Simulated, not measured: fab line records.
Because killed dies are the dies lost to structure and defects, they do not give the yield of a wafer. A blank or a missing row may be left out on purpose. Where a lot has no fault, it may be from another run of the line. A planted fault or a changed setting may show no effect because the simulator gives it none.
fab line records ; flow n5_finfet ; part 2 of 2: steps 5 to 6 of 6
record: lots: 22; wafers: 66; last_day: 20
route steps=1938 shown BEOL_M6@1239 BEOL_M7@1299
lots with no fault: from the same line, run without faults
start_h: hours from the record's opening day to when the first of the lot's shown wafers began ; wait_h: hours elapsed since this lot's preceding step ; " unchanged from the row above ; L1.1+2: a single row standing in for several wafers ; - no value, or no start was given ; * or withheld: withheld ; < > ~ a bound
route shown NAME@n: NAME is a module with steps in the file, n the number in the route of the first one ; usual: mean and standard deviation over wafers with no fault ; same: alike in all rows ; chamber/n: place in a boat ; sites: the reading at each site ; _std_site: how widely they spread, as a standard deviation ; _edge_site: outer sites' mean less inner sites' ; radius_mm: for every site, how far away it sits from the centre of the wafer ; mask NAME#n: copy n ; behind: tool/chamber where the wafer was last shaped ; hold: reason for holding the lot/hours on hold/outcome of the hold ; device: the transistor (n, p or np) that didn't switch ; end of line: the tests these same wafers got at the end of their route ; a step given without rows: its recipe and nothing more ; killed: not the wafer's yield, but the dies lost to structure and defects at the first sort ; map: a wafer's dies, x killed, . not, _ none there
set.NAME: setting as actually run; set.NAME@STEP: the setting as run at that earlier step ; model.NAME: the simulator's own value behind a step, which no gauge read
route steps across a sampled set of lots; one table per step, one row per wafer
services: when a tool's chamber went out of use (start_h, in hours from the record's first day, below 0 if earlier), for how many hours, and the reason
== steps ==
step: N5_BEOL_M7_DESCUM_33
recipe: chemistry: O2; time_s: 7; source_power_w: 50; bias_power_w: 20; pressure_mtorr: 20; rf_frequency_hz: 2.712e+07; temp_c: 40; resist: CAR-EUV; o2_flow_sccm: 225
usual: chamber_pressure_mTorr: 20.002/0.019; drypump_motor_current_A: 5.9/0.35; oes_product_au: 0.81/0.072; rf_vpp_V: 242.6/1.6; showerhead_plenum_p_Torr: 2.07/0.082; throttle_valve_pct: 20.4/0.3
lot.wafer;tool;chamber;start_h;wait_h;chamber_pressure_mTorr;drypump_motor_current_A;oes_product_au;rf_hours_counter_h;rf_vpp_V;showerhead_plenum_p_Torr;throttle_valve_pct
L075.3;rie_diel-04;0;257.36;0.3;20.012;5.7;0.72;175;242.6;2.09;20.4
L075.4;rie_diel-04;1;257.36;0.3;19.970;6.4;0.92;14;244.2;2.16;20.7
L075.6;rie_diel-04;1;257.36;0.3;20.005;6.3;0.93;-;245.0;2.16;20.6
L076.1;rie_diel-04;2;266.24;0.1;19.996;5.9;0.85;50;243.5;2.06;20.5
L076.5;rie_diel-04;0;266.24;0.1;20.007;5.7;0.72;-;243.7;2.09;20.4
L076.6;rie_diel-04;3;266.24;0.1;20.015;5.2;0.85;-;243.9;2.14;20.4
L074.1;rie_diel-06;3;266.34;0.0;20.025;6.3;0.77;145;240.4;1.93;20.2
L074.5;rie_diel-06;3;266.34;0.0;19.998;6.3;0.77;-;241.0;1.93;20.2
L074.6;rie_diel-06;2;266.34;0.0;20.004;5.2;0.94;-;245.5;2.15;20.2
L078.1;rie_diel-04;0;269.93;0.0;20.010;5.7;0.73;179;242.8;2.09;20.4
L078.2;rie_diel-04;1;269.93;0.0;20.026;6.4;0.92;18;243.7;2.16;20.7
L078.4;rie_diel-04;2;269.93;0.0;20.002;5.9;0.85;50;242.3;2.06;20.5
L077.2;rie_diel-06;0;281.41;0.0;20.038;5.9;0.85;48;243.1;2.04;19.8
L077.3;rie_diel-06;2;281.41;0.0;19.970;5.2;0.93;15;246.5;2.15;20.2
L077.6;rie_diel-06;0;281.41;0.0;20.015;5.9;0.86;-;243.8;2.04;19.8
L079.4;rie_diel-01;2;287.43;0.5;20.064;6.0;0.88;31;245.0;2.12;19.9
L079.5;rie_diel-01;1;287.43;0.5;20.020;6.1;0.76;-;241.2;2.02;20.4
L079.6;rie_diel-01;2;287.43;0.5;20.009;6.1;0.89;-;244.6;2.12;19.9
L081.2;rie_diel-06;3;304.56;0.1;20.016;6.3;0.75;158;239.5;1.93;20.3
L081.5;rie_diel-06;1;304.56;0.1;19.971;5.7;0.99;-;242.8;2.13;20.0
L081.6;rie_diel-06;2;304.56;0.1;20.007;5.2;0.90;-;243.8;2.14;20.2
L084.2;rie_diel-01;1;315.32;0.2;20.008;6.1;0.74;151;242.6;2.01;20.5
L084.3;rie_diel-01;0;315.32;0.2;19.988;6.1;0.75;143;239.3;1.93;20.7
L084.6;rie_diel-01;0;315.32;0.2;20.002;6.1;0.77;-;240.4;1.93;20.7
L082.4;rie_diel-01;3;321.11;0.0;20.011;6.3;0.76;199;242.6;2.17;20.7
L082.5;rie_diel-01;1;321.11;0.0;19.999;6.1;0.76;-;241.5;2.01;20.5
L082.6;rie_diel-01;2;321.11;0.0;19.977;6.1;0.86;-;243.0;2.11;19.9
L080.1;rie_diel-01;3;329.92;0.0;20.008;6.3;0.76;202;244.3;2.17;20.8
L080.5;rie_diel-01;3;329.92;0.0;20.024;6.4;0.76;-;244.4;2.17;20.7
L080.6;rie_diel-01;0;329.92;0.0;20.011;6.0;0.76;-;240.2;1.93;20.7
L083.1;rie_diel-01;1;330.92;0.0;19.997;6.1;0.75;155;242.2;2.01;20.5
L083.4;rie_diel-01;3;330.92;0.0;19.978;6.3;0.75;203;246.0;2.17;20.7
L083.5;rie_diel-01;3;330.92;0.0;19.994;6.3;0.76;-;246.3;2.17;20.7
L087.1;rie_diel-06;1;333.40;0.0;20.032;5.7;0.96;17;243.5;2.13;20.0
L087.2;rie_diel-06;2;333.40;0.0;20.017;5.2;0.90;30;243.0;2.14;20.2
L087.3;rie_diel-06;0;333.40;0.0;19.990;5.9;0.83;65;242.8;2.03;19.9
L088.3;rie_diel-04;2;345.38;0.0;20.038;5.9;0.82;75;242.0;2.05;20.5
L088.4;rie_diel-04;3;345.38;0.0;20.006;5.2;0.82;87;242.8;2.13;20.4
L088.5;rie_diel-04;1;345.38;0.0;20.027;6.3;0.87;-;242.1;2.15;20.7
L085.1;rie_diel-06;2;345.68;0.3;20.019;5.2;0.88;34;244.4;2.14;20.2
L085.4;rie_diel-06;1;345.68;0.3;19.997;5.7;0.95;21;241.4;2.13;20.1
L085.5;rie_diel-06;3;345.68;0.3;20.011;6.3;0.74;-;240.8;1.92;20.3
L090.1;rie_diel-06;0;367.75;0.9;19.988;5.9;0.81;74;242.0;2.03;19.9
L090.4;rie_diel-06;3;367.75;0.9;20.014;6.3;0.75;177;241.2;1.92;20.3
L090.5;rie_diel-06;0;367.75;0.9;20.003;5.9;0.81;-;241.8;2.03;19.9
L089.3;rie_diel-04;1;367.85;1.0;19.999;6.3;0.86;48;243.7;2.15;20.7
L089.5;rie_diel-04;3;367.85;1.0;20.014;5.3;0.81;-;244.1;2.13;20.4
L089.6;rie_diel-04;0;367.85;1.0;20.015;5.7;0.70;-;242.5;2.08;20.5
L091.2;rie_diel-01;1;369.94;0.0;20.006;6.1;0.74;165;241.2;2.01;20.5
L091.3;rie_diel-01;0;369.94;0.0;19.992;6.1;0.75;157;240.8;1.93;20.7
L091.4;rie_diel-01;2;369.94;0.0;19.998;6.1;0.85;54;244.4;2.11;19.9
L095.1;rie_diel-04;0;378.36;0.0;20.009;5.7;0.70;209;242.3;2.08;20.5
L095.4;rie_diel-04;1;378.36;0.0;19.969;6.3;0.87;50;244.9;2.15;20.7
L095.6;rie_diel-04;1;378.36;0.0;20.038;6.4;0.86;-;243.1;2.15;20.7
L086.3;rie_diel-01;0;378.75;0.1;20.015;6.1;0.75;160;239.2;1.93;20.7
L086.4;rie_diel-01;2;378.75;0.1;19.994;6.1;0.84;58;244.3;2.11;19.9
L086.5;rie_diel-01;1;378.75;0.1;20.001;6.1;0.74;-;241.4;2.01;20.5
L092.2;rie_diel-01;1;391.00;0.0;19.989;6.1;0.74;172;240.3;2.01;20.5
L092.5;rie_diel-01;3;391.00;0.0;20.017;6.3;0.74;-;244.1;2.16;20.8
L092.6;rie_diel-01;0;391.00;0.0;20.001;6.1;0.74;-;238.9;1.93;20.7
L094.1;rie_diel-06;0;395.24;0.0;19.990;5.9;0.80;82;242.5;2.03;19.9
L094.4;rie_diel-06;3;395.24;0.0;19.997;6.3;0.73;186;240.3;1.92;20.3
L094.6;rie_diel-06;0;395.24;0.0;19.989;5.9;0.80;-;244.0;2.03;19.9
L097.3;rie_diel-01;1;400.99;0.3;19.999;6.1;0.73;175;240.8;2.00;20.5
L097.4;rie_diel-01;2;400.99;0.3;19.989;6.1;0.84;65;243.7;2.10;19.9
L097.6;rie_diel-01;1;400.99;0.3;20.015;6.1;0.73;-;240.7;2.00;20.5
step: N5_BEOL_M7_STRIP_36
recipe: chemistry: N2/H2; power_w: 450; temp_c: 40; pressure_mtorr: 20; rf_frequency_hz: 6e+07; overash_fraction: 0.3; bias_power_w: 7; h2_frac: 0.5; n2_flow_sccm: 200; h2_flow_sccm: 200
usual: chamber_pressure_mTorr: 20.00/0.034; drypump_motor_current_A: 6.0/0.36; oes_product_au: 0.81/0.071; rf_vpp_V: 59.1/1.5; showerhead_plenum_p_Torr: 2.50/0.1; throttle_valve_pct: 23.6/0.38
lot.wafer;tool;chamber;start_h;wait_h;chamber_pressure_mTorr;drypump_motor_current_A;oes_product_au;rf_hours_counter_h;rf_vpp_V;showerhead_plenum_p_Torr;throttle_valve_pct
L075.3;rie_diel-04;0;257.59;0.0;20.05;5.7;0.72;175;61.4;2.53;23.4
L075.4;rie_diel-04;1;257.59;0.0;19.97;6.3;0.93;14;59.3;2.59;23.9
L075.6;rie_diel-04;1;257.59;0.0;20.01;6.4;0.93;-;59.4;2.59;23.9
L076.1;rie_diel-04;2;266.48;0.0;20.07;5.9;0.85;50;59.3;2.47;23.4
L076.5;rie_diel-04;0;266.48;0.0;20.04;5.7;0.71;-;60.4;2.52;23.4
L076.6;rie_diel-04;3;266.48;0.0;20.01;5.3;0.84;-;60.0;2.58;23.7
L074.1;rie_diel-06;3;266.57;0.0;20.04;6.3;0.76;145;59.0;2.32;23.2
L074.5;rie_diel-06;3;266.57;0.0;20.01;6.3;0.77;-;60.3;2.32;23.2
L074.6;rie_diel-06;2;266.57;0.0;19.98;5.2;0.93;-;60.9;2.60;23.3
L078.1;rie_diel-04;0;270.16;0.0;20.03;5.7;0.72;179;59.6;2.52;23.4
L078.2;rie_diel-04;1;270.16;0.0;19.92;6.4;0.92;19;59.5;2.58;23.9
L078.4;rie_diel-04;2;270.16;0.0;20.05;5.9;0.86;50;60.9;2.47;23.3
L077.2;rie_diel-06;0;281.64;0.0;19.95;6.0;0.86;48;58.2;2.47;23.0
L077.3;rie_diel-06;2;281.64;0.0;19.94;5.2;0.93;16;60.5;2.60;23.4
L077.6;rie_diel-06;0;281.64;0.0;19.99;5.9;0.85;-;58.0;2.47;23.0
L079.4;rie_diel-01;2;287.66;0.0;20.03;6.0;0.88;31;58.1;2.60;23.6
L079.5;rie_diel-01;1;287.66;0.0;20.00;6.1;0.75;-;59.6;2.45;23.8
L079.6;rie_diel-01;2;287.66;0.0;20.05;6.0;0.89;-;60.1;2.60;23.6
L081.2;rie_diel-06;3;304.79;0.0;20.03;6.3;0.75;158;56.9;2.32;23.2
L081.5;rie_diel-06;1;304.79;0.0;19.97;5.7;0.98;-;57.5;2.59;23.2
L081.6;rie_diel-06;2;304.79;0.0;20.02;5.3;0.90;-;58.7;2.60;23.4
L084.2;rie_diel-01;1;315.55;0.0;19.99;6.1;0.76;151;58.6;2.44;23.8
L084.3;rie_diel-01;0;315.55;0.0;20.01;6.0;0.76;143;58.4;2.34;24.0
L084.6;rie_diel-01;0;315.55;0.0;19.99;6.1;0.77;-;56.6;2.34;24.0
L082.4;rie_diel-01;3;321.34;0.0;20.01;6.3;0.76;199;60.5;2.63;24.3
L082.5;rie_diel-01;1;321.34;0.0;20.02;6.1;0.76;-;59.0;2.44;23.9
L082.6;rie_diel-01;2;321.34;0.0;19.99;6.1;0.86;-;61.1;2.60;23.6
L080.1;rie_diel-01;3;330.15;0.0;20.03;6.4;0.76;202;59.7;2.63;24.3
L080.5;rie_diel-01;3;330.15;0.0;20.04;6.3;0.75;-;61.1;2.63;24.3
L080.6;rie_diel-01;0;330.15;0.0;20.02;6.1;0.76;-;58.7;2.34;24.0
L083.1;rie_diel-01;1;331.15;0.0;20.09;6.1;0.75;155;57.4;2.44;23.9
L083.4;rie_diel-01;3;331.15;0.0;20.01;6.3;0.75;203;58.5;2.63;24.3
L083.5;rie_diel-01;3;331.15;0.0;19.99;6.3;0.75;-;57.1;2.63;24.3
L087.1;rie_diel-06;1;333.63;0.0;19.94;5.7;0.96;17;57.7;2.59;23.2
L087.2;rie_diel-06;2;333.63;0.0;19.98;5.2;0.89;30;61.1;2.59;23.4
L087.3;rie_diel-06;0;333.63;0.0;19.93;5.9;0.82;65;60.3;2.47;23.0
L088.3;rie_diel-04;2;345.61;0.0;20.01;5.9;0.82;75;58.4;2.46;23.4
L088.4;rie_diel-04;3;345.61;0.0;20.00;5.2;0.82;87;59.2;2.57;23.7
L088.5;rie_diel-04;1;345.61;0.0;19.95;6.3;0.86;-;58.7;2.57;23.9
L085.1;rie_diel-06;2;345.91;0.0;19.98;5.2;0.88;34;57.8;2.59;23.4
L085.4;rie_diel-06;1;345.91;0.0;19.98;5.8;0.96;21;63.1;2.58;23.3
L085.5;rie_diel-06;3;345.91;0.0;20.06;6.3;0.75;-;59.5;2.31;23.2
L090.1;rie_diel-06;0;367.98;0.0;19.95;5.9;0.80;74;58.9;2.46;23.0
L090.4;rie_diel-06;3;367.98;0.0;19.98;6.3;0.74;177;59.4;2.31;23.2
L090.5;rie_diel-06;0;367.98;0.0;20.02;5.9;0.81;-;58.6;2.46;23.0
L089.3;rie_diel-04;1;368.09;0.0;20.01;6.4;0.85;48;60.4;2.57;23.9
L089.5;rie_diel-04;3;368.09;0.0;19.99;5.2;0.82;-;58.4;2.57;23.7
L089.6;rie_diel-04;0;368.09;0.0;19.96;5.7;0.70;-;57.6;2.51;23.4
L091.2;rie_diel-01;1;370.17;0.0;19.98;6.1;0.74;165;59.8;2.44;23.9
L091.3;rie_diel-01;0;370.17;0.0;19.96;6.1;0.74;157;58.5;2.34;24.0
L091.4;rie_diel-01;2;370.17;0.0;20.03;6.1;0.85;54;61.1;2.59;23.6
L095.1;rie_diel-04;0;378.59;0.0;20.05;5.7;0.71;210;59.9;2.51;23.4
L095.4;rie_diel-04;1;378.59;0.0;20.03;6.4;0.87;51;62.1;2.57;24.0
L095.6;rie_diel-04;1;378.59;0.0;19.96;6.4;0.85;-;58.6;2.57;24.0
L086.3;rie_diel-01;0;378.99;0.0;20.00;6.1;0.73;160;58.4;2.33;24.0
L086.4;rie_diel-01;2;378.99;0.0;19.99;6.0;0.85;58;61.2;2.59;23.6
L086.5;rie_diel-01;1;378.99;0.0;19.98;6.1;0.74;-;59.1;2.44;23.9
L092.2;rie_diel-01;1;391.23;0.0;20.04;6.1;0.75;172;58.0;2.43;23.9
L092.5;rie_diel-01;3;391.23;0.0;20.00;6.3;0.73;-;59.2;2.63;24.3
L092.6;rie_diel-01;0;391.23;0.0;20.04;6.1;0.74;-;58.1;2.33;24.0
L094.1;rie_diel-06;0;395.47;0.0;19.95;5.9;0.80;82;58.6;2.46;23.0
L094.4;rie_diel-06;3;395.47;0.0;20.00;6.3;0.74;186;58.2;2.31;23.2
L094.6;rie_diel-06;0;395.47;0.0;20.03;5.9;0.80;-;61.4;2.46;23.0
L097.3;rie_diel-01;1;401.23;0.0;19.95;6.1;0.74;176;57.8;2.43;23.9
L097.4;rie_diel-01;2;401.23;0.0;19.95;6.1;0.83;65;57.6;2.59;23.6
L097.6;rie_diel-01;1;401.23;0.0;19.98;6.1;0.73;-;60.0;2.43;23.9
== services ==
tool;chamber;start_h;hours;kind
rie_diel-06;3;227.99;10.4;repair
rie_diel-03;2;231.55;11.5;repair
pecvd-01;-;238.27;2.4;repair
pecvd-01;1;242.54;2.1;scheduled_down
rie_diel-02;1;247.44;4.9;repair
pecvd-02;-;257.78;1.3;repair
rie_diel-06;1;258.06;-;clean
rie_diel-06;1;258.06;-;consumable_replace:focus_ring
rie_diel-06;1;258.06;18.8;scheduled_down
rie_diel-06;1;258.06;18.8;vent_cycle
rie_diel-01;1;259.69;10.5;repair
pecvd-01;1;262.74;5.6;repair
pecvd-01;-;270.69;1.4;repair
rie_diel-04;3;278.30;9.8;repair
rie_diel-03;2;283.66;7.7;repair
pecvd-03;-;289.91;1.7;repair
pecvd-02;-;311.91;1.3;repair
pecvd-01;-;316.05;2.9;repair
rie_diel-04;0;327.20;4.9;repair
rie_diel-05;2;330.50;5.1;repair
pecvd-03;-;352.76;14.6;pm
rie_diel-02;2;383.45;6.2;repair
pecvd-02;-;383.77;14.6;pm
rie_diel-02;-;401.16;2.8;pm
